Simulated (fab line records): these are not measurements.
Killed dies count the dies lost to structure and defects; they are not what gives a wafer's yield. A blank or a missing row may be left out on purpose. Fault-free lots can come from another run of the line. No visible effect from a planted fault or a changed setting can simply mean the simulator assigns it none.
Struck lot and sound lot, side by side | flow nand harc | 14 out of 1159 route steps
Sound: wafers L821.2, L821.4, L821.5. Struck: wafers L830.1, L830.4, L830.6. The cause is given at the end.
Each step with rows lists, per side, the tool, then ch with its chambers, then its first start. Under that, the readings that differ: sound wafers | struck wafers | difference of the means | sigmas: that difference in standard deviations of wafers without a fault.
alike: readings with means less than 2 such deviations apart, plus words and numbers identical on both sides. not compared: withheld readings, readings lacking a value on some wafer, bounds such as >300 that could conceal the same value, and numbers that have no deviation in the record and whose values overlap.
The two part at a step that has a row with sigmas, a row that says differs or no value, or rows on one side only. Non-overlapping numbers with no deviation appear without sigmas and do not part them. A reading that every wafer of one side lacks parts them only if that side has two wafers or more.

first, 7 steps without rows for these wafers: NHARC_A_STAIRCASE_COAT_178; NHARC_A_STAIRCASE_SOFTBAKE_179 (time 170 s); NHARC_A_STAIRCASE_EBR_180; NHARC_A_STAIRCASE_EXPOSE_181 (exposes mask STAIR 2); NHARC_A_STAIRCASE_PEB_182 (peb time 130 s); NHARC_A_STAIRCASE_DEVELOP_183 (time 140 s); NHARC_A_STAIRCASE_HARDBAKE_185 (time 140 s).
NHARC_A_STAIRCASE_DESCUM_186: chemistry O2, time 3 s.
  sound on rie diel-06 ch 0,2,3, day 11 15:26; struck on rie diel-06 ch 1,2, day 14 04:49
  alike: chamber pressure mTorr, drypump motor current A, oes product au, rf vpp V, showerhead plenum p Torr, throttle valve pct
  not compared: rf hours counter h
NHARC_A_STAIRCASE_TRIM_187: chemistry O2, time 211.2 s.
  sound on rie diel-06 ch 0,2, day 11 15:32; struck on rie diel-06 ch 0,2, day 14 04:55
  alike: chamber pressure mTorr, drypump motor current A, oes product au, rf vpp V, showerhead plenum p Torr, throttle valve pct
  not compared: rf hours counter h
NHARC_A_STAIRCASE_ETCH_188: etches the open film in C4F8/O2, target depth 100 nm, time 40.5 s.
  sound on rie diel-06 ch 0,2; struck on rie diel-06 ch 1,2,3
  alike: chamber pressure mTorr, oes product au, rf vpp V, run length s
  not compared: rf hours counter h
NHARC_A_STAIRCASE_TRIM_189: chemistry O2, time 211.2 s.
  sound on rie diel-06 ch 1,2; struck on rie diel-06 ch 0,1,3
  reading                         | sound          | struck         | difference | sigmas
  showerhead plenum p Torr (Torr) | 3.81 3.56 3.81 | 3.41 3.55 3.29 | -0.31      | -2
  alike: chamber pressure mTorr, drypump motor current A, oes product au, rf vpp V, throttle valve pct
  not compared: rf hours counter h
NHARC_A_STAIRCASE_ETCH_190: etches the open film in C4F8/O2, target depth 100 nm, time 40.5 s.
  sound on rie diel-06 ch 1,2,3, day 11 15:55; struck on rie diel-06 ch 1,3, day 14 05:18
  reading          | sound          | struck         | difference | sigmas
  run length s (s) | 61.3 61.0 61.8 | 51.6 51.8 52.0 | -9.6       | -25
  alike: chamber pressure mTorr, oes product au, rf vpp V
  not compared: rf hours counter h
NHARC_A_STAIRCASE_TRIM_191: chemistry O2, time 211.2 s.
  sound on rie diel-06 ch 0,1,3; struck on rie diel-06 ch 1,2,3
  alike: chamber pressure mTorr, drypump motor current A, oes product au, rf vpp V, showerhead plenum p Torr, throttle valve pct
  not compared: rf hours counter h
-- jump in the record: it breaks off in module A_STAIRCASE and resumes in module END (first step shown: number 1159 of the route), and 8 days separate the struck wafers' starts before and after --
NHARC_END_SORT_01:
  here the record holds rows for the struck wafers (prober-02 ch 0, day 22 02:35) but none for the sound ones

## WHERE THEY PART
Last at NHARC_END_SORT_01 as far as this record goes, first at NHARC_A_STAIRCASE_TRIM_189.

WHY: what the simulator had put in
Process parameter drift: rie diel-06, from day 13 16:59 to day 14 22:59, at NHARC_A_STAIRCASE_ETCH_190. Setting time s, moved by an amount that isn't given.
